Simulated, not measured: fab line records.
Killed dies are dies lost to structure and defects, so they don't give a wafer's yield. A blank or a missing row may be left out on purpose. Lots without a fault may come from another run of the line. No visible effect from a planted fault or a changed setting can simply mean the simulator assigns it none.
Chamber matching + flow nandHarc + NHARC_A_CHANNEL_HOLE_D2_ETCH_44 on rieDiel-02 has 4 sister chambers
The step etches the open film in CF4/O2, target depth 140 nm, overetch 14 nm, time 77 s. 8 wafers are shown with their chamber, then 10 later ones without.

== WAFERS, EACH WITH ITS CHAMBER ==
| wafer  | chamber | drypumpMotorCurrentA (A) | rfVppV (V) |
|--------|---------|--------------------------|------------|
| L082.1 | 0       | 6.0                      | 199.5      |
| L084.1 | 1       | 6.4                      | 197.0      |
| L084.5 | 1       | 6.5                      | 197.0      |
| L086.2 | 3       | 5.7                      | 199.8      |
| L086.4 | 2       | 5.1                      | 197.1      |
| L086.5 | 0       | 6.0                      | 196.8      |
| L089.1 | 2       | 5.1                      | 197.9      |
| L089.3 | 3       | 5.7                      | 198.6      |

== WAFERS WITHOUT THEIR CHAMBER ==
| wafer  | drypumpMotorCurrentA (A) | rfVppV (V) |
|--------|--------------------------|------------|
| L089.4 | 6.0                      | 197.5      |
| L091.1 | 6.5                      | 196.9      |
| L091.3 | 5.7                      | 198.3      |
| L091.4 | 6.0                      | 197.4      |
| L093.1 | 5.1                      | 197.4      |
| L093.5 | 6.5                      | 196.8      |
| L093.6 | 6.0                      | 197.9      |
| L097.1 | 5.1                      | 195.8      |
| L097.2 | 6.0                      | 197.7      |
| L097.6 | 6.0                      | 198.3      |

== CHAMBER TAKEN BY EACH ==
| wafer  | from the rows above | in truth |
|--------|---------------------|----------|
| L089.4 | 0                   | 0        |
| L091.1 | 1                   | 1        |
| L091.3 | 3                   | 3        |
| L091.4 | 0                   | 0        |
| L093.1 | 2                   | 2        |
| L093.5 | 1                   | 1        |
| L093.6 | 0                   | 0        |
| L097.1 | 2                   | 2        |
| L097.2 | 0                   | 0        |
| L097.6 | 0                   | 0        |
Correctly placed: 10 of 10. Left unplaced by these rows: 0. Placed wrongly: 0.
How it was worked out, from the rows above alone: a wafer's distance from a chamber is the root of the sum, over the readings, of the square of ((its reading less the chamber's mean) divided by the reading's scatter). If the next closest chamber is less than 2 further off than the closest, the wafer can't be placed; otherwise it belongs to the closest. For every chamber, the mean is computed from those of its wafers that are shown. The scatter: the root of (the sum of the squares of (reading less its chamber's mean) over the shown wafers, divided by (wafers less chambers)).
